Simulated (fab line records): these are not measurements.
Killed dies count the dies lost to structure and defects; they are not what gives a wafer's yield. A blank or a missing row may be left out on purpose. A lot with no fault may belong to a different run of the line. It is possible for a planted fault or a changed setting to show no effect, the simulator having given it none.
fab line records | flow n5_finfet
record lots=11 | wafers=32 | last_day=17
route steps=1938 shown BEOL_M7@1326 BEOL_M8@1335
lots that met no fault: taken from a fault-free run of the same line
start_h: start of the lot's first displayed wafer, in hours after the record's first day | wait_h: hours elapsed since this lot's preceding step | " unchanged from the row above | L1.1+2: a row that stands for several wafers | - no value present, or no start provided | * or withheld: withheld | < > ~ a bound
route shown NAME@n: a module of which the file shows steps, and the number in the route of the first | usual: average and standard deviation across the fault-free wafers | same: alike in all rows | chamber/n: place in a boat | sites: each site's reading | _std_site: the standard deviation of these | _edge_site: outer sites' mean less inner sites' | radius_mm: how far each site lies from the wafer's centre | mask NAME#n: copy n | behind: the most recent tool/chamber to have shaped the wafer | hold: cause of the lot's hold/its duration in hours/its outcome | device: whichever transistor did not switch (one of n, p or np) | end of line: tests run on the same wafers once the route is complete | step lacking rows: just its recipe | killed: dies lost to structure and defects at the first sort, not the wafer's yield | map: per-die view of a wafer (x killed, . not killed, _ where there is no die)
set.NAME: the setting the step ran with; set.NAME@STEP: the setting that earlier step ran with | model.NAME: the simulator's own value behind a step, which no gauge read
a sample of lots followed through the steps of the route, with each step as a table and each wafer as a row
services: from which hour (start_h, from the record's first day; less than 0 if before it) a tool's chamber was out of use, for how many hours, and why
## steps
# step N5_BEOL_M7_CMP_52
# recipe stop_on=SiCOH_lowk | t_overpolish_s=6.9 | down_force_psi=1 | platen_rpm=50 | clearing_platen_down_force_psi=1.5 | clearing_platen_rpm=50 | post_cmp_clean=cu_alkaline | target_thk_nm=80 | clearing_platen_pad_velocity_m_s=0.99484 | pad_velocity_m_s=0.99484
# usual barrier_field_endpoint_s=28.9/0.74 | clearing_platen_down_force_psi=1.500/0.0031 | motor_current_A=6.2/0.4 | overpolish_run_s=6.899/0.008 | time_to_endpoint_s=61.9/2.8
lot.wafer | tool   | chamber | start_h | wait_h | barrier_field_endpoint_s | clearing_platen_down_force_psi | motor_current_A | overpolish_run_s | time_to_endpoint_s
L451.2    | cmp-02 | 0       | 197.56  | 0.2    | 29.0                     | 1.502                          | 6.0             | 6.897            | 59.4
L451.1    | "      | 1       | "       | "      | 28.6                     | 1.502                          | 5.8             | 6.903            | 62.4
L451.4    | "      | 2       | "       | "      | 29.1                     | 1.502                          | 6.4             | 6.898            | 58.2
L452.1    | cmp-02 | 3       | 206.34  | 0.3    | 28.2                     | 1.501                          | 5.8             | 6.903            | 57.2
L452.4    | "      | 0       | "       | "      | 28.4                     | 1.496                          | 6.4             | 6.892            | 61.5
L452.3    | "      | 1       | "       | "      | 28.8                     | 1.500                          | 5.9             | 6.914            | 60.9
L453.2    | cmp-03 | 1       | 219.78  | 0.2    | 27.0                     | 1.495                          | 6.1             | 6.882            | 55.7
L453.3    | "      | 3       | "       | "      | 29.0                     | 1.502                          | 6.5             | 6.889            | 59.9
L453.5    | "      | 2       | "       | "      | 27.9                     | 1.501                          | 6.7             | 6.898            | 58.3
L454.2    | cmp-03 | 1       | 226.23  | 0.3    | 27.7                     | 1.502                          | 6.0             | 6.911            | 59.9
L454.6    | "      | 2       | "       | "      | 27.6                     | 1.503                          | 6.5             | 6.905            | 59.4
L454.5    | "      | 3       | "       | "      | 27.9                     | 1.496                          | 6.3             | 6.897            | 58.8
L456.1    | cmp-04 | 2       | 231.12  | 0.3    | 29.6                     | 1.493                          | 6.4             | 6.899            | 64.0
L456.4    | "      | 0       | "       | "      | 30.0                     | 1.505                          | 5.9             | 6.895            | 61.8
L456.3    | "      | 1       | "       | "      | 29.5                     | 1.496                          | 6.7             | 6.902            | 65.2
L460.4    | cmp-03 | 2       | 248.50  | 0.1    | 29.7                     | 1.503                          | 6.9             | 6.907            | 62.8
L460.2    | "      | 0       | "       | "      | 28.9                     | 1.501                          | 5.5             | 6.900            | 60.5
L460.5    | "      | 3       | "       | "      | 29.6                     | 1.503                          | 6.9             | 6.908            | 63.0
L461.2    | cmp-02 | 3       | 258.80  | 0.3    | 27.9                     | 1.501                          | 5.9             | 6.897            | 57.6
L461.5    | "      | 0       | "       | "      | 29.2                     | 1.499                          | 6.4             | 6.907            | 64.4
L461.6    | "      | 1       | "       | "      | 29.9                     | 1.495                          | 5.6             | 6.890            | 65.0
L470.4    | cmp-03 | 3       | 305.21  | 0.2    | 30.2                     | 1.500                          | 6.4             | 6.914            | 65.5
L470.5    | "      | 3       | "       | "      | 29.8                     | 1.503                          | 6.4             | 6.894            | 65.7
L471.1    | cmp-04 | 3       | 322.56  | 0.3    | 27.9                     | 1.498                          | 6.1             | 6.909            | 60.5
L471.4    | "      | 0       | "       | "      | 28.3                     | 1.495                          | 5.4             | 6.905            | 59.4
L471.6    | "      | 0       | "       | "      | 28.0                     | 1.502                          | 5.5             | 6.896            | 58.7
L473.3    | cmp-03 | 3       | 337.88  | 0.2    | 30.0                     | 1.497                          | 6.5             | 6.899            | 66.7
L473.1    | "      | 1       | "       | "      | 28.8                     | 1.502                          | 5.9             | 6.898            | 59.1
L473.5    | "      | 3       | "       | "      | 29.4                     | 1.500                          | 6.5             | 6.907            | 60.7
L472.4    | cmp-04 | 1       | 338.15  | 0.1    | 29.5                     | 1.501                          | 6.3             | 6.902            | 59.1
L472.1    | "      | 3       | "       | "      | 29.0                     | 1.501                          | 6.3             | 6.908            | 59.9
L472.3    | "      | 0       | "       | "      | 27.8                     | 1.503                          | 5.9             | 6.901            | 56.5
# step N5_BEOL_M7_DEP_56
# recipe material=SiCN | target_thk_a=100 | temp_c=withheld | precursor=3MS/NH3 | pressure_torr=3 | rf_w=202 | time_s=17.5
# usual rf_fwd_power_W=199.3/1 | showerhead_plenum_p_Torr=3.669/0.014 | throttle_valve_pct=9.0/0.45
lot.wafer | tool     | chamber | start_h | wait_h | rf_fwd_power_W | showerhead_plenum_p_Torr | throttle_valve_pct
L451.1    | pecvd-02 | 2       | 197.91  | 0.0    | 199.4          | 3.683                    | 8.9
L451.2    | "        | 1       | "       | "      | 197.9          | 3.658                    | 9.0
L451.4    | "        | 1       | "       | "      | 198.3          | 3.667                    | 8.9
L452.1    | pecvd-02 | 0       | 206.66  | 0.0    | 198.0          | 3.655                    | 8.8
L452.3    | "        | 1       | "       | "      | 197.7          | 3.652                    | 8.6
L452.4    | "        | 1       | "       | "      | 198.9          | 3.654                    | 8.8
L453.2    | pecvd-04 | 1       | 220.15  | 0.0    | 199.0          | 3.677                    | 10.0
L453.3    | "        | 1       | "       | "      | 199.1          | 3.672                    | 9.7
L453.5    | "        | 1       | "       | "      | 199.1          | 3.679                    | 9.8
L454.2    | pecvd-02 | 1       | 226.47  | 0.0    | 199.0          | 3.659                    | 8.8
L454.5    | "        | 1       | "       | "      | 199.2          | 3.664                    | 8.8
L454.6    | "        | 2       | "       | "      | 199.4          | 3.673                    | 8.9
L456.1    | pecvd-03 | 2       | 231.48  | 0.0    | 199.3          | 3.670                    | 9.0
L456.3    | "        | 1       | "       | "      | 198.7          | 3.692                    | 8.7
L456.4    | "        | 1       | "       | "      | 198.9          | 3.692                    | 8.4
L460.2    | pecvd-03 | 2       | 248.86  | 0.0    | 200.2          | 3.667                    | 9.3
L460.4    | "        | 2       | "       | "      | 200.5          | 3.672                    | 8.9
L460.5    | "        | 0       | "       | "      | 200.9          | 3.660                    | 9.3
L461.2    | pecvd-02 | 2       | 259.05  | 0.0    | 200.1          | 3.677                    | 8.8
L461.5    | "        | 0       | "       | "      | 197.3          | 3.662                    | 9.4
L461.6    | "        | 2       | "       | "      | 199.4          | 3.681                    | 8.8
L470.4    | pecvd-02 | 1       | 305.54  | 0.0    | 198.6          | 3.656                    | 8.6
L470.5    | "        | 2       | "       | "      | 200.8          | 3.676                    | 8.7
L471.1    | pecvd-04 | 0       | 322.92  | 0.0    | 201.1          | 3.664                    | 9.9
L471.4    | "        | 2       | "       | "      | 199.2          | 3.673                    | 8.2
L471.6    | "        | 0       | "       | "      | 200.7          | 3.671                    | 9.9
L473.1    | pecvd-04 | 0       | 338.24  | 0.0    | 201.8          | 3.671                    | 10.2
L473.3    | "        | 1       | "       | "      | 199.3          | 3.674                    | 9.7
L473.5    | "        | 1       | "       | "      | 199.1          | 3.676                    | 9.9
L472.1    | pecvd-03 | 0       | 338.51  | 0.0    | 199.7          | 3.656                    | 9.4
L472.3    | "        | 1       | "       | "      | 200.9          | 3.696                    | 8.6
L472.4    | "        | 1       | "       | "      | 200.2          | 3.698                    | 8.5
# step N5_BEOL_M8_PECVD_70
# recipe material=SiO2 | target_thk_a=200 | temp_c=400 | precursor=TEOS/O2 | pressure_torr=5.5 | rf_w=450 | teos_flow_sccm=53.8 | gas=O2 | flow_sccm=3000 | time_s=22.7
# usual heater_power_w=695/120 | rf_fwd_power_W=445.1/2.1 | showerhead_plenum_p_Torr=8.80/0.04 | throttle_valve_pct=23.0/1.6
lot.wafer | tool     | chamber | start_h | wait_h | heater_power_w | rf_fwd_power_W | showerhead_plenum_p_Torr | throttle_valve_pct
L451.1    | pecvd-04 | 0       | 198.81  | 0.0    | 546            | 448.0          | 8.79                     | 24.6
L451.2    | "        | 2       | "       | "      | 674            | 444.7          | 8.80                     | 22.8
L451.4    | "        | 1       | "       | "      | 867            | 446.3          | 8.86                     | 24.5
L452.1    | pecvd-01 | 0       | 207.73  | 0.0    | 860            | 447.1          | 8.75                     | 22.5
L452.3    | "        | 2       | "       | "      | 743            | 444.8          | 8.78                     | 21.1
L452.4    | "        | 2       | "       | "      | 755            | 443.4          | 8.77                     | 21.3
L453.2    | pecvd-04 | 1       | 220.94  | 0.0    | 828            | 444.7          | 8.85                     | 24.3
L453.3    | "        | 0       | "       | "      | 582            | 447.8          | 8.82                     | 24.5
L453.5    | "        | 0       | "       | "      | 587            | 447.5          | 8.83                     | 24.2
L454.2    | pecvd-01 | 2       | 227.27  | 0.0    | 770            | 442.2          | 8.76                     | 21.3
L454.5    | "        | 1       | "       | "      | 891            | 446.2          | 8.76                     | 25.5
L454.6    | "        | 0       | "       | "      | 858            | 447.1          | 8.74                     | 22.3
L456.1    | pecvd-02 | 0       | 232.23  | 0.0    | 817            | 441.9          | 8.72                     | 22.4
L456.3    | "        | 2       | "       | "      | 695            | 443.0          | 8.87                     | 21.4
L456.4    | "        | 2       | "       | "      | 699            | 442.9          | 8.86                     | 21.7
L460.2    | pecvd-01 | 0       | 250.08  | 0.0    | 790            | 445.7          | 8.75                     | 22.5
L460.4    | "        | 1       | "       | "      | 867            | 443.9          | 8.75                     | 25.3
L460.5    | "        | 2       | "       | "      | 625            | 442.9          | 8.76                     | 21.4
L461.2    | pecvd-04 | 2       | 260.42  | 0.0    | 574            | 443.7          | 8.80                     | 20.9
L461.5    | "        | 1       | "       | "      | 737            | 446.7          | 8.85                     | 24.0
L461.6    | "        | 0       | "       | "      | 564            | 447.3          | 8.80                     | 24.6
L470.4    | pecvd-04 | 2       | 306.29  | 0.1    | 563            | 444.1          | 8.81                     | 21.0
L470.5    | "        | 1       | "       | "      | 840            | 444.5          | 8.85                     | 24.2
L471.1    | pecvd-02 | 0       | 323.78  | 0.0    | 854            | 441.3          | 8.74                     | 22.5
L471.4    | "        | 1       | "       | "      | 694            | 441.3          | 8.76                     | 21.8
L471.6    | "        | 0       | "       | "      | 853            | 440.2          | 8.76                     | 22.7
L473.1    | pecvd-01 | 1       | 338.99  | 0.0    | 734            | 445.6          | 8.79                     | 25.3
L473.3    | "        | 0       | "       | "      | 846            | 445.5          | 8.74                     | 22.2
L473.5    | "        | 0       | "       | "      | 859            | 447.7          | 8.77                     | 22.1
L472.1    | pecvd-04 | 2       | 339.26  | 0.0    | 613            | 443.9          | 8.79                     | 21.1
L472.3    | "        | 1       | "       | "      | 825            | 446.4          | 8.84                     | 24.1
L472.4    | "        | 2       | "       | "      | 636            | 443.1          | 8.80                     | 21.4
# step N5_BEOL_M8_COAT_59
# recipe resist=SOC | temp_c=250 | time_s=60 | spin_rpm=1500 | resist_thk_nm=100
# usual chill_plate_temp_C=22.98/0.1 | spin_speed_rpm=1500.0/0.97
lot.wafer | tool           | chamber | start_h | wait_h | chill_plate_temp_C | spin_speed_rpm
L451.1    | litho_track-04 | 0       | 199.49  | 0.1    | 23.12              | 1499.7
L451.2    | "              | 0       | "       | "      | 23.06              | 1498.9
L451.4    | "              | 0       | "       | "      | 22.98              | 1500.8
L452.1    | litho_track-05 | 0       | 209.79  | 0.1    | 22.91              | 1497.7
L452.3    | "              | 0       | "       | "      | 22.97              | 1500.0
L452.4    | "              | 0       | "       | "      | 22.88              | 1499.7
L453.2    | litho_track-04 | 0       | 222.04  | 0.1    | 22.82              | 1499.1
L453.3    | "              | 0       | "       | "      | 22.98              | 1500.1
L453.5    | "              | 0       | "       | "      | 22.89              | 1501.9
L454.2    | litho_track-02 | 0       | 228.59  | 0.1    | 23.14              | 1500.0
L454.5    | "              | 0       | "       | "      | 23.03              | 1501.3
L454.6    | "              | 0       | "       | "      | 22.90              | 1499.7
L456.1    | litho_track-04 | 0       | 233.78  | 0.1    | 22.86              | 1500.7
L456.3    | "              | 0       | "       | "      | 22.99              | 1500.1
L456.4    | "              | 0       | "       | "      | 22.97              | 1501.6
L460.2    | litho_track-05 | 0       | 251.22  | 0.1    | 22.98              | 1499.5
L460.4    | "              | 0       | "       | "      | 22.88              | 1499.3
L460.5    | "              | 0       | "       | "      | 22.60              | 1501.3
L461.2    | litho_track-02 | 0       | 261.15  | 0.1    | 23.05              | 1500.8
L461.5    | "              | 0       | "       | "      | 22.90              | 1500.3
L461.6    | "              | 0       | "       | "      | 22.99              | 1500.5
L470.4    | litho_track-04 | 0       | 307.01  | 0.1    | 23.03              | 1168.8
L470.5    | "              | 0       | "       | "      | 22.93              | 1169.7
L471.1    | litho_track-04 | 0       | 324.71  | 0.1    | 23.04              | 1170.8
L471.4    | "              | 0       | "       | "      | 23.04              | 1170.2
L471.6    | "              | 0       | "       | "      | 23.20              | 1169.6
L473.1    | litho_track-05 | 0       | 343.03  | 0.1    | 22.89              | 1500.6
L473.3    | "              | 0       | "       | "      | 22.98              | 1499.8
L473.5    | "              | 0       | "       | "      | 22.73              | 1499.6
L472.1    | litho_track-02 | 0       | 343.33  | 0.1    | 22.82              | 1499.5
L472.3    | "              | 0       | "       | "      | 22.99              | 1499.4
L472.4    | "              | 0       | "       | "      | 23.16              | 1498.7
## services
tool     | chamber | start_h | hours | kind
cmp-03   | -       | 178.16  | 0.6   | repair
cmp-03   | -       | 192.81  | 6.1   | repair
pecvd-04 | 0       | 192.99  | 2.1   | scheduled_down
cmp-02   | -       | 202.31  | 4.0   | pm
pecvd-04 | 2       | 202.38  | -     | clean
pecvd-04 | 2       | 202.38  | -     | consumable_replace:showerhead
cmp-04   | -       | 202.78  | 8.0   | repair
pecvd-01 | 1       | 216.04  | 4.4   | repair
cmp-02   | -       | 226.91  | 0.8   | repair
pecvd-02 | -       | 228.51  | 0.7   | repair
cmp-02   | -       | 236.26  | 5.6   | pm
cmp-02   | -       | 245.99  | 3.0   | repair
cmp-02   | -       | 263.63  | 1.8   | repair
pecvd-04 | -       | 275.15  | 6.0   | pm
pecvd-02 | 2       | 276.66  | 6.6   | repair
cmp-04   | -       | 278.18  | 1.3   | repair
pecvd-02 | -       | 286.30  | 0.9   | repair
cmp-02   | -       | 304.06  | 5.2   | repair
cmp-04   | -       | 306.26  | 4.0   | pm
pecvd-03 | -       | 311.16  | 3.1   | repair
cmp-02   | -       | 312.51  | 2.7   | repair
pecvd-01 | 1       | 320.58  | 8.3   | repair
cmp-02   | -       | 323.23  | 0.9   | repair
cmp-03   | -       | 338.32  | 1.5   | repair
## key
first_sign step=N5_BEOL_M8_COAT_59 | reading=spin_speed_rpm | direction=down | sigmas=99+ | usual=* | struck=*
effect none on later readings
met_at N5_BEOL_M8_COAT_59
struck_lots L470,L471
not_acting_at N5_BEOL_M7_CMP_52,N5_BEOL_M7_DEP_56,N5_BEOL_M8_PECVD_70
onset_between 233.78 307.01
fault kind=process_parameter_drift | tool=litho_track-04 | chamber=- | onset_h=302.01 | steps=N5_BEOL_M8_COAT_59 | channel=spin_rpm | offset=* | shape=step | end_h=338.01 | acts_in=* | stated=*
